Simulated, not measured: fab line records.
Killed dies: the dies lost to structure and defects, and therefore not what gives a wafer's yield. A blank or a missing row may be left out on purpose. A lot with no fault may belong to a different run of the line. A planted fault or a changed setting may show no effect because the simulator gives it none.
Matching of chambers	flow n5_finfet	N5_BEOL_M4_ETCH_70 on rie_diel-01 has 4 sister chambers
The step etches SOC in N2/H2, target depth 80 nm, overetch 24 nm, time 130 s. 19 wafers are shown with their chamber, then 9 later ones without.

## EACH WAFER AND ITS CHAMBER
wafer	chamber	throttle_valve_pct (%)	drypump_motor_current_A (A)	rf_vpp_V (V)
L566.1	1	17.82	5.8	521.6
L566.3	3	17.86	6.5	527.6
L566.5	1	17.84	5.8	519.7
L567.1	0	17.75	5.6	522.4
L567.3	3	17.84	6.5	528.3
L567.6	1	17.83	5.9	523.8
L569.2	1	17.84	5.9	523.2
L569.4	0	17.76	5.7	523.5
L569.6	3	17.85	6.4	527.6
L570.1	2	17.29	5.0	522.1
L570.4	1	17.85	5.9	521.5
L570.6	2	17.29	5.1	523.2
L571.1	1	17.85	5.8	522.6
L571.2	2	17.29	5.0	524.0
L571.4	0	17.77	5.6	522.7
L574.1	2	17.28	5.1	521.8
L574.4	1	17.85	5.8	521.6
L574.6	0	17.76	5.6	523.1
L577.2	1	17.86	5.8	519.7

SIGNATURES, as means of the wafers listed above
reading	chamber 0	chamber 1	chamber 2	chamber 3	scatter within a chamber
throttle_valve_pct	17.7600	17.8425	17.2875	17.8500	0.0104
drypump_motor_current_A	5.625	5.838	5.050	6.467	0.0535
rf_vpp_V	522.925	521.712	522.775	527.833	1.14
Rule: a wafer lies at a distance from a chamber equal to the root of the sum of squares, over the readings, of (its reading less the chamber's mean, divided by the reading's scatter). The wafer belongs to the nearest chamber; if the next one is less than 2 further off, it can't be placed. The scatter: take each reading less its chamber's mean, square it, sum over the shown wafers, divide by the number of wafers less the number of chambers, and take the root.

## WAFERS WITHOUT THEIR CHAMBER
wafer	throttle_valve_pct (%)	drypump_motor_current_A (A)	rf_vpp_V (V)
L577.4	17.32	5.1	523.6
L577.6	17.76	5.6	521.6
L575.1	17.79	5.6	522.6
L575.2	17.33	5.1	521.1
L575.5	17.88	6.5	526.8
L578.2	17.82	5.6	521.3
L578.4	17.90	6.5	529.1
L578.5	17.32	5.1	522.7
L582.6	17.80	5.6	522.3

## CHAMBER TAKEN BY EACH
wafer	from the rows above	in truth
L577.4	2	2
L577.6	0	0
L575.1	0	0
L575.2	2	2
L575.5	3	3
L578.2	can't be placed: 1 or 0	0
L578.4	3	3
L578.5	2	2
L582.6	0	0
8 of 9 placed correctly. Unplaceable from these rows: 1, with the true chamber sitting among the candidates in 1. Wrongly placed: 0.
